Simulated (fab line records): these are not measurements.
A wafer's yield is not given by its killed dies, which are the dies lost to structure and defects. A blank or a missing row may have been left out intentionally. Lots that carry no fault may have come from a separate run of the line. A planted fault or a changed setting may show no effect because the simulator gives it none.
Chamber matching -- flow nand-harc -- NHARC_A_WL_FILL_ALD_00 on ald-hk-01: 4 sister chambers
The step deposits Al2O3, target thk 3 nm, pulse time 3 s, ald cycles 30. 18 wafers are shown with their chamber, then 9 later ones without.

## WAFERS WITH THEIR CHAMBER
wafer,chamber,heater-power-w (W),precursor-pulse-height-rel
L078.2,3,419,0.973
L078.3,2,415,1.024
L078.6,1,410,1.019
L080.3,3,402,1.010
L080.5,1,397,1.039
L080.6,2,420,0.982
L081.1,2,429,1.015
L081.3,1,400,1.005
L081.6,0,499,0.994
L082.1,2,419,1.038
L082.3,3,424,0.986
L082.5,2,425,1.024
L085.3,1,411,0.991
L085.5,0,501,0.990
L085.6,1,406,0.981
L090.2,2,430,1.024
L090.3,1,417,1.018
L090.6,1,416,0.986

SIGNATURES, as means of the wafers listed above
reading,chamber 0,chamber 1,chamber 2,chamber 3,scatter within a chamber
heater-power-w,500.00,408.14,423.00,415.00,7.53
precursor-pulse-height-rel,0.99200,1.00557,1.01783,0.98967,0.0192
Rule: distance of a wafer from a chamber = root of the sum over the readings of ((wafer's reading minus chamber's mean) / reading's scatter) squared. If the next closest chamber is less than 2 further off than the closest, the wafer can't be placed; otherwise it belongs to the closest. How the scatter is found: for the shown wafers, subtract from each reading the mean of its chamber, square and add these, divide the total by (wafers less chambers), then take the root.

## WAFERS WITHOUT THEIR CHAMBER
wafer,heater-power-w (W),precursor-pulse-height-rel
L094.1,413,0.961
L094.3,411,0.981
L094.6,417,1.001
L096.1,420,0.974
L096.3,404,1.007
L096.4,490,1.001
L097.2,421,1.010
L097.4,490,1.007
L097.5,416,0.990

## WHICH CHAMBER EACH WENT THROUGH
wafer,from the rows above,in truth
L094.1,can't be placed: 3 or 1 or 2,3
L094.3,can't be placed: 3 or 1 or 2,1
L094.6,can't be placed: 3 or 2 or 1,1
L096.1,can't be placed: 3 or 1 or 2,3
L096.3,can't be placed: 1 or 3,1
L096.4,0,0
L097.2,can't be placed: 2 or 3 or 1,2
L097.4,0,0
L097.5,can't be placed: 3 or 1 or 2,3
2 of 9 placed correctly. Cannot be placed on the basis of these rows: 7; the candidates contain the true chamber in 7. Number placed wrongly: 0.
